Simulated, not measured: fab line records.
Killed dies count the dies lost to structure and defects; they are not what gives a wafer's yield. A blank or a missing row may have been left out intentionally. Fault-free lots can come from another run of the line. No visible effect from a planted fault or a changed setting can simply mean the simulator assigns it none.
Comparing a struck lot with a sound one + flow nand harc + 14 out of 1302 route steps
Sound: wafers L544.1, L544.4, L544.5. Wafers L560.1, L560.4, L560.6 were the ones struck. The cause is given at the end.
Per side, at each step with rows, come the tool, then ch with its chambers, and then its first start. Under that, the readings that differ: sound wafers + struck wafers + difference of the means + sigmas: that difference in standard deviations of wafers without a fault.
alike: readings with means less than 2 such deviations apart, plus words and numbers identical on both sides. not compared: withheld readings, readings lacking a value on some wafer, bounds such as >300 that could conceal the same value, and numbers that have no deviation in the record and whose values overlap.
Wherever a step has rows on one side only, a row that says differs or no value, or a row with sigmas, the two part there. Numbers that don't overlap but have no deviation are shown without sigmas and don't part them. A reading missing from all wafers of one side parts the sides only when that side holds two or more wafers.

first, 9 steps without rows for these wafers: NHARC_P_ZERO_WELL_STRIP_28 (strips in SPM, time 840 s); NHARC_P_ZERO_WELL_DEHYDRATE_29 (time 120 s); NHARC_P_ZERO_WELL_HMDS_30 (time 30 s); NHARC_P_ZERO_WELL_COAT_31; NHARC_P_ZERO_WELL_SOFTBAKE_32 (time 95 s); NHARC_P_ZERO_WELL_EBR_33; NHARC_P_ZERO_WELL_EXPOSE_34 (exposes mask P PWELL, target cd 720 nm); NHARC_P_ZERO_WELL_PEB_35 (peb time 85 s); NHARC_P_ZERO_WELL_DEVELOP_36 (time 70 s).
NHARC_P_ZERO_WELL_CD_MEAS_37 targets a cd of 720 nm.
  sound on cd sem-02 ch 0, day 2 20:05; struck on cd sem-02 ch 0, day 9 12:39
  alike: cd nm
then, 1 step without rows for these wafers: NHARC_P_ZERO_WELL_HARDBAKE_38 (time 80 s).
NHARC_P_ZERO_WELL_DESCUM_39: chemistry O2, time 3 s.
  sound on rie diel-06 ch 1,2,3, day 2 20:15; struck on rie diel-04 ch 0,1, day 9 12:49
  alike: drypump motor current A, oes product au, rf vpp V, showerhead plenum p Torr, throttle valve pct
  not compared: rf hours counter h
NHARC_P_ZERO_WELL_IMPLANT_40:
  sound on implanter-02 ch 0, day 2 20:24; struck on implanter-02 ch 0, day 9 12:59
| reading            | sound                            | struck                           | difference  | sigmas      |
|--------------------|----------------------------------|----------------------------------|-------------|-------------|
| dose ions cm2      | 1.0008e+13 1.0011e+13 1.0009e+13 | 1.5789e+13 1.5766e+13 1.5774e+13 | +5.7670e+12 | +99 or more |
| faraday current uA | 128.6 126.7 128.5                | 198.7 196.0 201.0                | +70.6       | +28         |
next, for these wafers, 1 step has no rows: NHARC_P_ZERO_WELL_IMPLANT_59.

WHERE THEY PART
Only at NHARC_P_ZERO_WELL_IMPLANT_40, within this record.

WHY: what the simulator had put in
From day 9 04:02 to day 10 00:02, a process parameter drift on implanter-02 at NHARC_P_ZERO_WELL_IMPLANT_40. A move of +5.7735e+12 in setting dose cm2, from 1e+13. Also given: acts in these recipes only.
